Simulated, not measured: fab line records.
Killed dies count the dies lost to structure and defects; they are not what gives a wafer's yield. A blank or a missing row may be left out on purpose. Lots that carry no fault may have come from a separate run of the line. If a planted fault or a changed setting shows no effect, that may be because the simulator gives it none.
Matching of chambers + flow n5 finfet + 3 sister chambers for N5_BEOL_M8_STRIP_36 on rie diel-04
The step strips in N2/H2. 14 wafers are shown with their chamber, then 3 later ones without.

== WAFERS, EACH WITH ITS CHAMBER ==
| wafer  | chamber | throttle valve pct (%) | drypump motor current A (A) | showerhead plenum p Torr (Torr) |
|--------|---------|------------------------|-----------------------------|---------------------------------|
| L077.3 | 1       | 23.8                   | 6.05                        | 2.42                            |
| L077.4 | 0       | 23.3                   | 6.04                        | 2.40                            |
| L077.6 | 3       | 23.8                   | 6.16                        | 2.44                            |
| L074.2 | 3       | 23.8                   | 6.15                        | 2.44                            |
| L074.3 | 1       | 23.8                   | 6.06                        | 2.41                            |
| L074.4 | 3       | 23.9                   | 6.15                        | 2.44                            |
| L081.2 | 3       | 23.9                   | 6.14                        | 2.44                            |
| L081.4 | 1       | 23.8                   | 6.08                        | 2.41                            |
| L081.6 | 3       | 23.9                   | 6.13                        | 2.44                            |
| L091.2 | 0       | 23.2                   | 5.98                        | 2.70                            |
| L091.3 | 1       | 23.8                   | 6.06                        | 2.40                            |
| L091.5 | 1       | 23.9                   | 6.06                        | 2.40                            |
| L094.1 | 1       | 23.8                   | 6.05                        | 2.40                            |
| L094.2 | 3       | 23.9                   | 6.12                        | 2.42                            |

SIGNATURES, as means of the wafers listed above
| reading                  | chamber 0 | chamber 1 | chamber 3 | scatter within a chamber |
|--------------------------|-----------|-----------|-----------|--------------------------|
| throttle valve pct       | 23.250    | 23.817    | 23.867    | 0.0492                   |
| drypump motor current A  | 6.0100    | 6.0600    | 6.1417    | 0.0178                   |
| showerhead plenum p Torr | 2.5500    | 2.4067    | 2.4367    | 0.0644                   |
Rule: a wafer's distance from a chamber is the root of the sum, over the readings, of the square of ((its reading less the chamber's mean) divided by the reading's scatter). The wafer belongs to the nearest chamber; if the next one is less than 2 further off, it can't be placed. The scatter: take each reading less its chamber's mean, square it, sum over the shown wafers, divide by the number of wafers less the number of chambers, and take the root.

== WAFERS MISSING THEIR CHAMBER ==
| wafer  | throttle valve pct (%) | drypump motor current A (A) | showerhead plenum p Torr (Torr) |
|--------|------------------------|-----------------------------|---------------------------------|
| L093.3 | 23.9                   | 6.04                        | 2.40                            |
| L093.4 | 23.9                   | 6.15                        | 2.42                            |
| L097.4 | 23.2                   | 6.00                        | 2.70                            |

== EACH ONE'S CHAMBER ==
| wafer  | from the rows above | in truth |
|--------|---------------------|----------|
| L093.3 | 1                   | 1        |
| L093.4 | 3                   | 3        |
| L097.4 | 0                   | 0        |
Correctly placed: 3 of 3. From these rows, 0 cannot be placed. Placed wrongly: 0.
